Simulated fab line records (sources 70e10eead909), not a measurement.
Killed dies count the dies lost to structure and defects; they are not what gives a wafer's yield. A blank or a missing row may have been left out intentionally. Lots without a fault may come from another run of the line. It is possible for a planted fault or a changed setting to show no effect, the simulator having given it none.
Struck lot and sound lot, side by side | flow nand_harc | 14 steps out of a route of 1302
Sound: these wafers, L503.1, L503.2, L503.6. Struck: wafers L496.1, L496.2, L496.3. The cause is given at the end.
Order at every step that has rows: each side's tool, ch and its chambers, its first start. Under that, the readings that differ: sound wafers | struck wafers | difference of the means | sigmas: that difference in standard deviations of wafers without a fault.
alike: words and numbers the same on both sides, and readings whose means are apart by under 2 such deviations; not compared: readings that were withheld, readings missing a value for some wafer, numbers with overlapping values and no deviation given by the record, and bounds like >300 which may hide the same value.
Wherever a step has rows on one side only, a row that says differs or no value, or a row with sigmas, the two part there. Numbers that don't overlap but have no deviation are shown without sigmas and don't part them. A reading missing from all wafers of one side parts the sides only when that side holds two or more wafers.

NHARC_A_CHANNEL_FILL_D2_ETCHBACK_20: etches the open film in C4F8/O2/Ar, target depth 27 nm, time 13.5 s.
  sound on rie_diel-09 ch 2,3, day 22 19:19; struck on rie_diel-09 ch 1,2,3, day 19 18:12
  alike: chamber_pressure_mTorr, oes_product_au, rf_vpp_V
  not compared: rf_hours_counter_h
NHARC_A_CHANNEL_FILL_D2_STRIP_28: strips in O2, time 20 s.
  sound on rie_diel-09 ch 2,3, day 22 19:24; struck on rie_diel-09 ch 0,1,3, day 19 18:17
  alike: chamber_pressure_mTorr, drypump_motor_current_A, oes_product_au, rf_vpp_V, showerhead_plenum_p_Torr, throttle_valve_pct
  not compared: rf_hours_counter_h
then, 4 steps without rows for these wafers: NHARC_A_CHANNEL_FILL_D2_PRECLEAN_21 (cleans in dHF, time 30 s); NHARC_A_CHANNEL_FILL_D2_SRD_23; NHARC_A_CHANNEL_FILL_D2_CVD_05 (deposits poly-Si, target thk 5 nm); NHARC_A_CHANNEL_FILL_D2_ANNEAL_22 (time 7200 s).
NHARC_A_CHANNEL_FILL_D2_ALD_25: deposits SiOx, target thk 60 nm, pulse time 10 s, ald cycles 600.
  sound on ald_hk-04 ch 0,2,3, day 23 07:46; struck on ald_hk-04 ch 0,1,3, day 20 06:37
  alike: heater_power_w, precursor_pulse_height_rel, susceptor_temp_C
  not compared: since_wet_clean_h
NHARC_A_CHANNEL_FILL_D2_ETCHBACK_08: etches the open film in C4F8, target depth 220 nm, time 110 s.
  sound on rie_diel-09 ch 0,2,3; struck on rie_diel-11 ch 0,2,3
  alike: chamber_pressure_mTorr, oes_product_au, rf_vpp_V
  not compared: rf_hours_counter_h
NHARC_A_CHANNEL_FILL_D2_STRIP_29: strips in O2, time 20 s.
  sound on rie_diel-09 ch 1,2,3; struck on rie_diel-11 ch 0,1,3
  alike: chamber_pressure_mTorr, drypump_motor_current_A, oes_product_au, rf_vpp_V, showerhead_plenum_p_Torr, throttle_valve_pct
  not compared: rf_hours_counter_h
then, 2 steps without rows for these wafers: NHARC_A_CHANNEL_FILL_D2_PRECLEAN_30 (cleans in dHF, time 30 s); NHARC_A_CHANNEL_FILL_D2_SRD_31.
NHARC_A_CHANNEL_FILL_D2_CVD_09: deposits poly-Si, target thk 150 nm, time 3000 s.
  sound on lpcvd_poly-03 ch 0, day 23 15:20; struck on lpcvd_poly-04 ch 0, day 20 14:43
  reading                | sound                | struck               | difference | sigmas
  spike_tc_bottom_C (C)  | 633 635 633          | 600 600 598          | -34        | -8
  spike_tc_centre_C (C)  | 619.8 621.2 619.9    | 580.3 579.3 579.8    | -40.5      | -25
  spike_tc_lower_C (C)   | 620.6 620.3 619.1    | 574.9 579.3 578.0    | -42.6      | -28
  spike_tc_top_C (C)     | 637 635 636          | 597 597 596          | -39        | -12
  spike_tc_upper_C (C)   | 618.4 621.1 620.0    | 575.2 575.5 576.5    | -44.1      | -40
  tube_center_temp_C (C) | 620.01 619.96 620.12 | 576.82 576.84 576.91 | -43.17     | -99 or more
  alike: zone_power_lower_pct
NHARC_A_CHANNEL_FILL_D2_CMP_10: polishes, target thk 150 nm.
  sound on cmp-04 ch 0,2,3, day 23 18:31; struck on cmp-03 ch 0,2,3, day 20 17:57
  reading                | sound          | struck      | difference | sigmas
  time_to_endpoint_s (s) | 17.9 15.4 16.3 | 7.7 5.5 6.2 | -10.1      | -4
  alike: motor_current_A
following that, these wafers have no rows for 1 step: NHARC_END_SORT_01.

WHERE THEY PART
Earliest at NHARC_A_CHANNEL_FILL_D2_CVD_09; latest, in this record, at NHARC_A_CHANNEL_FILL_D2_CMP_10.

WHY: whatever the simulator had introduced
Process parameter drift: lpcvd_poly-04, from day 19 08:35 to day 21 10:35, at NHARC_A_CHANNEL_FILL_D2_CVD_09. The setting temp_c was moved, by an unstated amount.
